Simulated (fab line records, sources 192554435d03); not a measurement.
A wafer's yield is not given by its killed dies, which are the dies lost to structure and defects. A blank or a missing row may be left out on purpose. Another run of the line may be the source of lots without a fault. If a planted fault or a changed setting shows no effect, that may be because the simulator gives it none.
fab line records | flow n5_finfet
record: lots: 24 wafers: 72 last_day: 19
route steps=1938 shown BEOL_M8@1377 BEOL_M9@1416
lots that met no fault: from a run of the same line without faults
start_h: hours from the record's opening day to when the first of the lot's shown wafers began | wait_h: hours from the lot's prior step to this one | " as in the row above | L1.1+2: several wafers, shown together as one row | - no value, or no start was given | * or withheld: withheld | < > ~ a bound
route shown NAME@n: a module of which the file shows steps, and the number in the route of the first | usual: the fault-free wafers' mean and standard deviation | same: alike in all rows | chamber/n: place in a boat | sites: each site's reading | _std_site: standard deviation of those values | _edge_site: inner sites' mean taken away from outer sites' mean | radius_mm: for every site, how far away it sits from the centre of the wafer | mask NAME#n: copy n | behind: tool/chamber where the wafer was last shaped | hold: the reason the lot was held/the length of the hold in hours/how it ended | device: names the non-switching transistor (n, p or np) | end of line: at the end of the route, the tests of the same wafers | a step with no rows: only its recipe | killed: count of dies lost to structure and defects at first sort (not the wafer's yield) | map: shows each die of a wafer: x if killed, . if not, _ if none is there
set.NAME: the setting as run; set.NAME@STEP: as run at that earlier step | model.NAME: the simulator's own value behind a step, which no gauge read
route steps across a sampled set of lots; one table per step, one row per wafer
services: when a tool's chamber went out of use (start_h, in hours from the record's first day, below 0 if earlier), for how many hours, and the reason
== steps ==
step: N5_BEOL_M8_TRENCH_ETCH_37
recipe: chemistry: C4F6/O2 target_depth_a: 934.78 target: SiCOH_lowk time_s: 31.2 ion_energy_ev: 250 pressure_mtorr: 30 source_w: 345 bias_w: 185 Ar_flow_sccm: 300 C4F6_flow_sccm: 10 O2_flow_sccm: 10
usual: drypump_motor_current_A: 5.7/0.42 oes_product_au: 0.78/0.084 rf_vpp_V: 660/10 showerhead_plenum_p_Torr: 2.85/0.052 throttle_valve_pct: 20.90/0.16
columns lot.wafer tool chamber start_h wait_h drypump_motor_current_A oes_product_au rf_hours_counter_h rf_vpp_V showerhead_plenum_p_Torr throttle_valve_pct
L074.3 rie_diel-05 0 - - 6.2 0.70 189 668 2.82 21.14
L074.5 " 1 " " 5.4 0.73 - 656 2.80 21.05
L074.6 " 0 " " 6.2 0.70 - 669 2.82 21.13
L075.2 rie_diel-05 3 - - 5.3 0.86 49 650 2.88 20.72
L075.3 " 2 " " 5.5 0.67 237 670 2.82 21.00
L075.5 " 2 " " 5.5 0.67 - 667 2.82 20.98
L076.1 rie_diel-02 0 - - 5.2 0.68 247 655 2.90 21.24
L076.2 " 2 " " 5.8 0.82 65 648 2.87 20.82
L076.6 " 0 " " 5.2 0.68 - 655 2.90 21.22
L077.1 rie_diel-02 2 - - 5.8 0.82 69 648 2.87 20.84
L077.2 " 1 " " 4.9 0.68 250 659 2.82 21.11
L077.6 " 3 " " 6.4 0.88 - 667 2.98 20.69
L078.1 rie_diel-02 3 - - 6.4 0.87 44 668 2.98 20.71
L078.3 " 2 " " 5.8 0.82 71 648 2.87 20.85
L078.4 " 1 " " 5.0 0.67 - 658 2.81 21.11
L080.3 rie_diel-05 1 - - 5.4 0.72 203 657 2.80 21.06
L080.5 " 3 " " 5.3 0.84 - 649 2.87 20.74
L080.6 " 2 " " 5.5 0.66 - 669 2.82 21.00
L079.1 rie_diel-06 0 - - 5.8 0.85 66 674 2.87 20.85
L079.3 " 1 " " 5.7 0.81 69 660 2.89 20.72
L079.6 " 2 " " 6.3 0.68 - 688 2.80 21.05
L081.1 rie_diel-05 1 - - 5.4 0.72 205 657 2.80 21.06
L081.2 " 3 " " 5.3 0.83 63 651 2.87 20.75
L081.5 " 0 " " 6.3 0.69 - 669 2.82 21.15
L082.1 rie_diel-06 3 - - 5.8 0.71 210 647 2.81 21.01
L082.2 " 1 " " 5.7 0.82 71 659 2.89 20.71
L082.6 " 0 " " 5.8 0.84 - 671 2.86 20.86
L083.1 rie_diel-02 2 - - 5.8 0.80 83 647 2.86 20.87
L083.2 " 0 " " 5.2 0.93 8 654 2.90 20.81
L083.3 " 3 " " 6.4 0.85 58 667 2.97 20.73
L084.1 rie_diel-06 0 - - 5.8 0.83 71 672 2.86 20.86
L084.5 " 1 " " 5.7 0.80 - 659 2.89 20.73
L084.6 " 0 " " 5.8 0.84 - 673 2.86 20.86
L087.2 rie_diel-05 0 - - 6.2 0.68 214 668 2.81 21.18
L087.5 " 1 " " 5.4 0.71 - 656 2.79 21.10
L087.6 " 0 " " 6.2 0.68 - 669 2.81 21.16
L085.1 rie_diel-05 2 - - 5.5 0.94 6 669 2.81 20.63
L085.3 " 0 " " 6.2 0.67 218 668 2.81 21.18
L085.6 " 3 " " 5.3 0.82 - 650 2.87 20.74
L086.1 rie_diel-05 1 - - 5.4 0.71 220 657 2.79 21.10
L086.3 " 3 " " 5.3 0.82 79 649 2.86 20.76
L086.5 " 0 " " 6.2 0.68 - 667 2.81 21.19
L089.1 rie_diel-06 3 - - 5.8 0.68 224 647 2.80 21.00
L089.3 " 0 " " 5.8 0.82 82 671 2.86 20.88
L089.6 " 3 " " 5.8 0.69 - 647 2.80 21.01
L091.1 rie_diel-05 3 - - 5.3 0.81 83 650 2.86 20.77
L091.4 " 1 " " 5.4 0.70 224 656 2.79 21.11
L091.6 " 0 " " 6.2 0.68 - 668 2.81 21.20
L088.3 rie_diel-02 2 - - 5.8 0.79 100 647 2.86 20.90
L088.5 " 0 " " 5.2 0.88 - 655 2.89 20.85
L088.6 " 3 " " 6.3 0.82 - 668 2.97 20.75
L092.2 rie_diel-02 2 - - 5.8 0.78 101 647 2.85 20.89
L092.3 " 3 " " 6.4 0.83 76 668 2.97 20.76
L092.6 " 2 " " 5.8 0.78 - 647 2.85 20.89
L090.1 rie_diel-02 2 - - 5.8 0.77 107 647 2.85 20.90
L090.3 " 0 " " 5.1 0.86 30 653 2.89 20.86
L090.5 " 3 " " 6.4 0.82 - 668 2.96 20.77
L095.1 rie_diel-06 0 - - 5.8 0.81 96 672 2.85 20.90
L095.4 " 1 " " 5.7 0.77 - 659 2.87 20.78
L095.6 " 0 " " 5.8 0.81 - 674 2.85 20.93
L093.1 rie_diel-06 3 - - 5.8 0.68 240 647 2.80 21.04
L093.3 " 0 " " 5.8 0.81 98 671 2.85 20.90
L093.5 " 3 " " 5.8 0.68 - 648 2.80 21.04
L094.1 rie_diel-05 0 - - 6.2 0.66 240 669 2.80 21.19
L094.2 " 2 " " 5.5 0.89 24 667 2.80 20.65
L094.5 " 2 " " 5.5 0.90 - 668 2.80 20.67
L097.1 rie_diel-06 3 - - 5.8 0.67 250 646 2.79 21.04
L097.3 " 0 " " 5.8 0.79 107 672 2.85 20.92
L097.6 " 3 " " 5.8 0.68 - 647 2.79 21.05
L096.1 rie_diel-02 1 - - 5.0 0.87 34 660 2.80 20.76
L096.3 " 0 " " 5.2 0.85 42 653 2.88 20.87
L096.4 " 2 " " 5.8 0.76 125 647 2.84 20.91
step: N5_BEOL_M8_OCD_MEAS_38
usual: trench_depth_nm: 92.9/1.6
columns lot.wafer tool chamber start_h wait_h trench_depth_nm
L074.3 ocd-02 - 237.81 - 93.1
L074.5 " - " " 93.3
L074.6 " - " " 91.9
L075.2 ocd-02 - 240.82 - 95.3
L075.3 " - " " 90.3
L075.5 " - " " 89.4
L076.1 ocd-02 - 241.13 - 91.8
L076.2 " - " " 93.2
L076.6 " - " " 92.2
L077.1 ocd-01 - 251.82 - 93.5
L077.2 " - " " 90.8
L077.6 " - " " 94.3
L078.1 ocd-02 - 257.88 - 93.9
L078.3 " - " " 92.6
L078.4 " - " " 88.7
L080.3 ocd-02 - 271.06 - 93.1
L080.5 " - " " 96.4
L080.6 " - " " 90.4
L079.1 ocd-01 - 276.43 - 94.0
L079.3 " - " " 92.6
L079.6 " - " " 92.5
L081.1 ocd-02 - 276.57 - 92.4
L081.2 " - " " 94.0
L081.5 " - " " 91.9
L082.1 ocd-01 - 283.39 - 92.8
L082.2 " - " " 93.6
L082.6 " - " " 93.9
L083.1 ocd-01 - 286.77 - 91.6
L083.2 " - " " 94.2
L083.3 " - " " 94.0
L084.1 ocd-01 - 291.60 - 92.5
L084.5 " - " " 92.2
L084.6 " - " " 93.6
L087.2 ocd-01 - 304.21 - 91.8
L087.5 " - " " 94.0
L087.6 " - " " 91.0
L085.1 ocd-02 - 311.36 - 92.9
L085.3 " - " " 91.7
L085.6 " - " " 95.0
L086.1 ocd-01 - 315.04 - 94.2
L086.3 " - " " 95.9
L086.5 " - " " 92.3
L089.1 ocd-02 - 319.00 - 90.7
L089.3 " - " " 93.7
L089.6 " - " " 90.7
L091.1 ocd-01 - 324.74 - 95.9
L091.4 " - " " 92.9
L091.6 " - " " 90.2
L088.3 ocd-02 - 326.16 - 92.4
L088.5 " - " " 94.8
L088.6 " - " " 93.5
L092.2 ocd-02 - 328.97 - 92.8
L092.3 " - " " 93.7
L092.6 " - " " 92.9
L090.1 ocd-01 - 341.91 - 91.9
L090.3 " - " " 93.0
L090.5 " - " " 93.7
L095.1 ocd-02 - 352.35 - 93.8
L095.4 " - " " 92.3
L095.6 " - " " 94.2
L093.1 ocd-02 - 354.94 - 90.5
L093.3 " - " " 93.9
L093.5 " - " " 91.9
L094.1 ocd-02 - 365.21 - 90.2
L094.2 " - " " 94.2
L094.5 " - " " 93.2
L097.1 ocd-02 - 387.45 - 90.2
L097.3 " - " " 93.1
L097.6 " - " " 91.5
L096.1 ocd-01 - 390.83 - 92.0
L096.3 " - " " 94.5
L096.4 " - " " 92.8
step: N5_BEOL_M9_INSPECT_13
recipe: mode: adi inspect_instrument: brightfield
usual: raw_defect_count: 419/83
columns lot.wafer tool chamber start_h wait_h raw_defect_count
L074.3 defect_inspect-01 - 244.82 0.0 445
L074.5 " - " " 352
L074.6 " - " " 405
L075.2 defect_inspect-01 - 247.88 0.0 444
L075.3 " - " " 532
L075.5 " - " " 393
L076.1 defect_inspect-01 - 248.10 0.0 435
L076.2 " - " " 360
L076.6 " - " " 502
L077.1 defect_inspect-02 - 258.36 0.0 387
L077.2 " - " " 400
L077.6 " - " " 347
L078.1 defect_inspect-02 - 264.66 0.0 430
L078.3 " - " " 311
L078.4 " - " " 410
L080.3 defect_inspect-02 - 277.34 0.0 369
L080.5 " - " " 277
L080.6 " - " " 478
L079.1 defect_inspect-02 - 281.44 0.0 446
L079.3 " - " " 389
L079.6 " - " " 437
L081.1 defect_inspect-02 - 283.89 0.0 517
L081.2 " - " " 374
L081.5 " - " " 511
L082.1 defect_inspect-02 - 287.98 0.1 295
L082.2 " - " " 396
L082.6 " - " " 402
L083.1 defect_inspect-02 - 291.50 0.0 483
L083.2 " - " " 438
L083.3 " - " " 381
L084.1 defect_inspect-02 - 297.36 0.0 512
L084.5 " - " " 598
L084.6 " - " " 305
L087.2 defect_inspect-02 - 309.35 0.0 352
L087.5 " - " " 369
L087.6 " - " " 379
L085.1 defect_inspect-02 - 315.91 0.0 518
L085.3 " - " " 449
L085.6 " - " " 371
L086.1 defect_inspect-02 - 320.30 0.0 456
L086.3 " - " " 357
L086.5 " - " " 453
L089.1 defect_inspect-02 - 325.01 0.0 465
L089.3 " - " " 377
L089.6 " - " " 342
L091.1 defect_inspect-02 - 330.98 0.0 389
L091.4 " - " " 399
L091.6 " - " " 761
L088.3 defect_inspect-01 - 331.70 0.0 267
L088.5 " - " " 344
L088.6 " - " " 337
L092.2 defect_inspect-01 - 334.27 0.0 304
L092.3 " - " " 363
L092.6 " - " " 380
L090.1 defect_inspect-01 - 346.25 0.0 485
L090.3 " - " " 338
L090.5 " - " " 433
L095.1 defect_inspect-02 - 359.77 0.0 417
L095.4 " - " " 408
L095.6 " - " " 402
L093.1 defect_inspect-02 - 360.58 0.0 390
L093.3 " - " " 542
L093.5 " - " " 483
L094.1 defect_inspect-02 - 373.79 0.0 431
L094.2 " - " " 494
L094.5 " - " " 328
L097.1 defect_inspect-02 - 391.82 0.0 422
L097.3 " - " " 397
L097.6 " - " " 414
L096.1 defect_inspect-01 - 395.22 0.0 355
L096.3 " - " " 518
L096.4 " - " " 387
step: N5_BEOL_M9_CD_MEAS_28
recipe: target_cd_nm: 70 landing_energy_ev: 500 detector: se_inlens polarity: opening
usual: cd_nm: 70.07/0.23
columns lot.wafer tool chamber start_h wait_h cd_nm
L074.3 cd_sem-01 0 246.86 - 69.58
L074.5 " 0 " " 69.90
L074.6 " 0 " " 70.24
L075.2 cd_sem-03 0 251.22 - 70.26
L075.3 " 0 " " 69.92
L075.5 " 0 " " 70.22
L076.1 cd_sem-01 0 251.63 - 70.21
L076.2 " 0 " " 70.25
L076.6 " 0 " " 70.00
L077.1 cd_sem-03 0 259.47 - 69.95
L077.2 " 0 " " 70.41
L077.6 " 0 " " 70.59
L078.1 cd_sem-03 0 266.37 - 70.03
L078.3 " 0 " " 69.95
L078.4 " 0 " " 70.29
L080.3 cd_sem-03 0 279.47 - 69.77
L080.5 " 0 " " 70.07
L080.6 " 0 " " 70.68
L079.1 cd_sem-01 0 282.68 - 70.28
L079.3 " 0 " " 70.05
L079.6 " 0 " " 70.47
L081.1 cd_sem-01 0 286.10 - 70.05
L081.2 " 0 " " 70.22
L081.5 " 0 " " 70.35
L082.1 cd_sem-03 0 290.61 - 70.09
L082.2 " 0 " " 70.11
L082.6 " 0 " " 70.40
L083.1 cd_sem-02 0 293.43 - 69.96
L083.2 " 0 " " 69.87
L083.3 " 0 " " 70.11
L084.1 cd_sem-02 0 298.69 - 70.19
L084.5 " 0 " " 69.96
L084.6 " 0 " " 70.30
L087.2 cd_sem-01 0 310.56 - 69.59
L087.5 " 0 " " 69.67
L087.6 " 0 " " 69.97
L085.1 cd_sem-03 0 318.21 - 70.15
L085.3 " 0 " " 70.05
L085.6 " 0 " " 69.96
L086.1 cd_sem-01 0 323.20 - 69.96
L086.3 " 0 " " 69.84
L086.5 " 0 " " 70.31
L089.1 cd_sem-01 0 326.10 - 69.85
L089.3 " 0 " " 70.14
L089.6 " 0 " " 70.18
L088.3 cd_sem-03 0 332.88 - 70.16
L088.5 " 0 " " 70.12
L088.6 " 0 " " 69.95
L091.1 cd_sem-02 0 333.04 - 70.31
L091.4 " 0 " " 70.35
L091.6 " 0 " " 70.43
L092.2 cd_sem-03 0 335.19 - 70.34
L092.3 " 0 " " 70.03
L092.6 " 0 " " 69.79
L090.1 cd_sem-03 0 347.89 - 69.78
L090.3 " 0 " " 70.34
L090.5 " 0 " " 69.80
L093.1 cd_sem-02 0 364.54 - 70.22
L093.3 " 0 " " 70.01
L093.5 " 0 " " 70.14
L095.1 cd_sem-03 0 364.58 - 70.00
L095.4 " 0 " " 69.74
L095.6 " 0 " " 69.40
L094.1 cd_sem-03 0 377.64 - 69.81
L094.2 " 0 " " 69.77
L094.5 " 0 " " 69.87
L097.1 cd_sem-02 0 393.60 - 70.29
L097.3 " 0 " " 69.76
L097.6 " 0 " " 70.18
L096.1 cd_sem-02 0 396.93 - 69.98
L096.3 " 0 " " 70.00
L096.4 " 0 " " 70.11
step: N5_BEOL_M9_OVL_MEAS_29
recipe: points_per_wafer: 522
usual: V8_OVL: -0.7/0.71
columns lot.wafer tool chamber start_h wait_h V8_OVL[nm]
L074.3 overlay-01 0 246.94 0.1 -0.4
L074.5 " 0 " " -0.7
L074.6 " 0 " " 0.0
L075.2 overlay-02 0 251.25 0.0 0.7
L075.3 " 0 " " 0.3
L075.5 " 0 " " 1.2
L076.1 overlay-02 0 251.66 0.0 0.0
L076.2 " 0 " " -1.0
L076.6 " 0 " " -1.1
L077.1 overlay-02 0 259.50 0.0 -0.9
L077.2 " 0 " " 0.0
L077.6 " 0 " " -0.2
L078.1 overlay-02 0 266.40 0.0 -1.3
L078.3 " 0 " " -0.6
L078.4 " 0 " " -0.6
L080.3 overlay-01 0 279.51 0.0 -0.1
L080.5 " 0 " " -1.1
L080.6 " 0 " " -0.9
L079.1 overlay-02 0 282.72 0.0 -0.4
L079.3 " 0 " " 0.6
L079.6 " 0 " " -1.0
L081.1 overlay-02 0 286.13 0.0 -1.5
L081.2 " 0 " " -1.0
L081.5 " 0 " " -1.2
L082.1 overlay-01 0 290.64 0.0 -0.8
L082.2 " 0 " " -0.2
L082.6 " 0 " " -0.3
L083.1 overlay-02 0 293.46 0.0 -1.6
L083.2 " 0 " " -2.1
L083.3 " 0 " " -0.8
L084.1 overlay-02 0 298.72 0.0 0.2
L084.5 " 0 " " 0.3
L084.6 " 0 " " -1.0
L087.2 overlay-01 0 310.59 0.0 -0.1
L087.5 " 0 " " 0.9
L087.6 " 0 " " 1.0
L085.1 overlay-02 0 318.24 0.0 -1.8
L085.3 " 0 " " -1.7
L085.6 " 0 " " -1.2
L086.1 overlay-01 0 323.23 0.0 -0.5
L086.3 " 0 " " -1.3
L086.5 " 0 " " -0.8
L089.1 overlay-02 0 326.13 0.0 -0.1
L089.3 " 0 " " 0.2
L089.6 " 0 " " -0.2
L088.3 overlay-01 0 332.92 0.0 -0.7
L088.5 " 0 " " -0.8
L088.6 " 0 " " -0.8
L091.1 overlay-02 0 333.07 0.0 -0.8
L091.4 " 0 " " -0.1
L091.6 " 0 " " -0.3
L092.2 overlay-01 0 335.23 0.0 -1.7
L092.3 " 0 " " -1.3
L092.6 " 0 " " -0.8
L090.1 overlay-02 0 347.92 0.0 -0.6
L090.3 " 0 " " -0.9
L090.5 " 0 " " -0.6
L093.1 overlay-02 0 364.57 0.0 -0.5
L093.3 " 0 " " 0.0
L093.5 " 0 " " 0.0
L095.1 overlay-01 0 364.61 0.0 -1.0
L095.4 " 0 " " -0.8
L095.6 " 0 " " -0.4
L094.1 overlay-02 0 377.67 0.0 -1.9
L094.2 " 0 " " -2.4
L094.5 " 0 " " -1.6
L097.1 overlay-01 0 393.63 0.0 0.2
L097.3 " 0 " " -0.5
L097.6 " 0 " " 0.4
L096.1 overlay-02 0 396.96 0.0 -1.6
L096.3 " 0 " " -1.5
L096.4 " 0 " " -0.8
step: N5_BEOL_M9_INSPECT_30
recipe: mode: adi inspect_instrument: brightfield
usual: raw_defect_count: 422/82
columns lot.wafer tool chamber start_h wait_h raw_defect_count
L074.3 defect_inspect-01 - 246.99 0.0 435
L074.5 " - " " 371
L074.6 " - " " 428
L075.2 defect_inspect-02 - 251.30 0.0 439
L075.3 " - " " 506
L075.5 " - " " 403
L076.1 defect_inspect-01 - 251.72 0.1 445
L076.2 " - " " 375
L076.6 " - " " 489
L077.1 defect_inspect-01 - 259.55 0.1 379
L077.2 " - " " 397
L077.6 " - " " 363
L078.1 defect_inspect-01 - 266.46 0.1 421
L078.3 " - " " 337
L078.4 " - " " 440
L080.3 defect_inspect-02 - 279.56 0.0 400
L080.5 " - " " 278
L080.6 " - " " 492
L079.1 defect_inspect-02 - 282.77 0.1 447
L079.3 " - " " 380
L079.6 " - " " 439
L081.1 defect_inspect-02 - 286.19 0.1 526
L081.2 " - " " 392
L081.5 " - " " 506
L082.1 defect_inspect-02 - 290.70 0.1 299
L082.2 " - " " 384
L082.6 " - " " 388
L083.1 defect_inspect-02 - 293.52 0.1 493
L083.2 " - " " 452
L083.3 " - " " 363
L084.1 defect_inspect-02 - 298.84 0.1 508
L084.5 " - " " 633
L084.6 " - " " 292
L087.2 defect_inspect-01 - 310.64 0.0 333
L087.5 " - " " 357
L087.6 " - " " 376
L085.1 defect_inspect-01 - 318.30 0.1 528
L085.3 " - " " 473
L085.6 " - " " 365
L086.1 defect_inspect-02 - 323.29 0.1 447
L086.3 " - " " 382
L086.5 " - " " 452
L089.1 defect_inspect-01 - 326.18 0.1 473
L089.3 " - " " 374
L089.6 " - " " 370
L088.3 defect_inspect-01 - 332.97 0.0 269
L088.5 " - " " 349
L088.6 " - " " 338
L091.1 defect_inspect-01 - 333.13 0.1 357
L091.4 " - " " 376
L091.6 " - " " 766
L092.2 defect_inspect-01 - 335.28 0.0 316
L092.3 " - " " 371
L092.6 " - " " 386
L090.1 defect_inspect-01 - 347.98 0.1 485
L090.3 " - " " 350
L090.5 " - " " 416
L093.1 defect_inspect-02 - 364.63 0.1 382
L093.3 " - " " 588
L093.5 " - " " 479
L095.1 defect_inspect-01 - 364.67 0.1 452
L095.4 " - " " 434
L095.6 " - " " 425
L094.1 defect_inspect-01 - 377.73 0.1 424
L094.2 " - " " 494
L094.5 " - " " 355
L097.1 defect_inspect-02 - 393.69 0.1 413
L097.3 " - " " 401
L097.6 " - " " 409
L096.1 defect_inspect-02 - 397.02 0.1 379
L096.3 " - " " 493
L096.4 " - " " 398
== services ==
columns tool chamber start_h hours kind
rie_diel-02 0 233.99 1.9 repair
rie_diel-02 0 250.82 - clean
rie_diel-02 0 250.82 - consumable_replace:focus_ring
rie_diel-02 0 250.82 18.0 scheduled_down
rie_diel-02 0 250.82 18.0 vent_cycle
rie_diel-02 1 269.00 - clean
rie_diel-02 1 269.00 - consumable_replace:focus_ring
rie_diel-02 2 274.60 2.7 repair
rie_diel-05 2 276.14 - clean
rie_diel-05 2 276.14 - consumable_replace:focus_ring
rie_diel-05 2 276.14 16.3 scheduled_down
rie_diel-05 2 276.14 16.3 vent_cycle
rie_diel-06 2 318.16 10.9 repair
rie_diel-02 0 359.18 8.3 repair
rie_diel-06 3 388.92 - clean
rie_diel-06 3 388.92 - consumable_replace:focus_ring
rie_diel-06 3 388.92 19.5 scheduled_down
rie_diel-06 3 388.92 19.5 vent_cycle
== key ==
fault none
